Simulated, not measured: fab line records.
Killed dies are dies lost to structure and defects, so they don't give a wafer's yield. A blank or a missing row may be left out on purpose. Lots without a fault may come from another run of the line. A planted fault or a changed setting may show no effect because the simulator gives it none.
Lot-split experiment -- flow n5 finfet -- 21 wafers read across 7 lots, on a route 1938 steps long

== THE SPLIT ITSELF ==
At N5_BEOL_M7_VIA_ETCH_34 (etches SiCOH lowk in C4F6/O2, target depth 125.5 nm, time 50.5 s), the setting source w was moved away from the recipe's 345 W on 9 of the 21 wafers read, by -13.1% to +17.1%. The other wafers ran this setting at the recipe's value.

The reading is taken at the split's own step.

== THE READING ==
rf vpp V, in V, at N5_BEOL_M7_VIA_ETCH_34 (etches SiCOH lowk in C4F6/O2, target depth 125.5 nm, time 50.5 s). Typical for fault-free wafers on this fab line: 666 V, with standard deviation 16 V.

wafer,"tool, chamber at the split","source w as run, W",against the recipe,"rf vpp V, V",against lot-mates on the recipe
L076.3,"rie diel-06, 0",299.8,-13.1%,720,+44
L076.4,"rie diel-06, 2",345,recipe,676,-
L076.5,"rie diel-06, 1",299.8,-13.1%,690,+14
L077.1,"rie diel-03, 3",345,recipe,656,-
L077.3,"rie diel-03, 0",345,recipe,687,-
L077.4,"rie diel-03, 2",345,recipe,669,-
L078.1,"rie diel-03, 3",403.9,+17.1%,607,-81
L078.4,"rie diel-03, 0",345,recipe,688,-
L078.6,"rie diel-03, 3",403.9,+17.1%,606,-82
L079.1,"rie diel-01, 0",345,recipe,655,-
L079.2,"rie diel-01, 3",389.7,+13.0%,612,-42
L079.3,"rie diel-01, 2",345,recipe,653,-
L083.3,"rie diel-03, 1",375.2,+8.8%,629,-29
L083.5,"rie diel-03, 1",345,recipe,658,-
L083.6,"rie diel-03, 2",375.2,+8.8%,641,-17
L085.1,"rie diel-03, 2",345,recipe,668,-
L085.3,"rie diel-03, 0",345,recipe,686,-
L085.4,"rie diel-03, 1",345,recipe,656,-
L092.2,"rie diel-06, 0",345,recipe,669,-
L092.4,"rie diel-06, 2",311.4,-9.7%,711,+42
L092.5,"rie diel-06, 3",311.4,-9.7%,740,+71

FIT RESULTS
A straight line over all 21 wafers: rf vpp V changes by -3.84 V for each +1% of source w; r = -0.91; the points scatter about the line by 15 V.
The same after taking each lot's own level away (the mean of its wafers on the recipe; 21 wafers): -3.89 V for each +1%; r = -0.91; scatter 15 V.
On that fit, the largest move of source w shifts the reading by 66 V.
From 654.0 to 688.0 V: that is the span of the lots' own levels, equal to 2.1 times the standard deviation above.
So the lot-to-lot level changes the slope little: the two slopes agree.
Check: for one of the wafers moved furthest among these (+17.1%), held out of the fit, the line's prediction against its lot-mates is -62.3 V. Against them it came out at -81 V.
Tool readings at the split's step, against how far the setting was moved: rf vpp V r = -0.91.

== OTHER SPLITS ON THESE WAFERS ==
Other splits were also applied to these wafers ahead of the reading. Each is held against what the fit with the lots' levels taken away leaves over:
other split on the same wafers,wafers away from the commonest value,r with rf vpp V (lot level and that fit taken away)
N5_BEOL_M7_DESCUM_33 time s,6,-0.36

== THE FILE'S OWN FIT ==
rf vpp V changes by -3.8 V for each +1% of source w, r = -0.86.
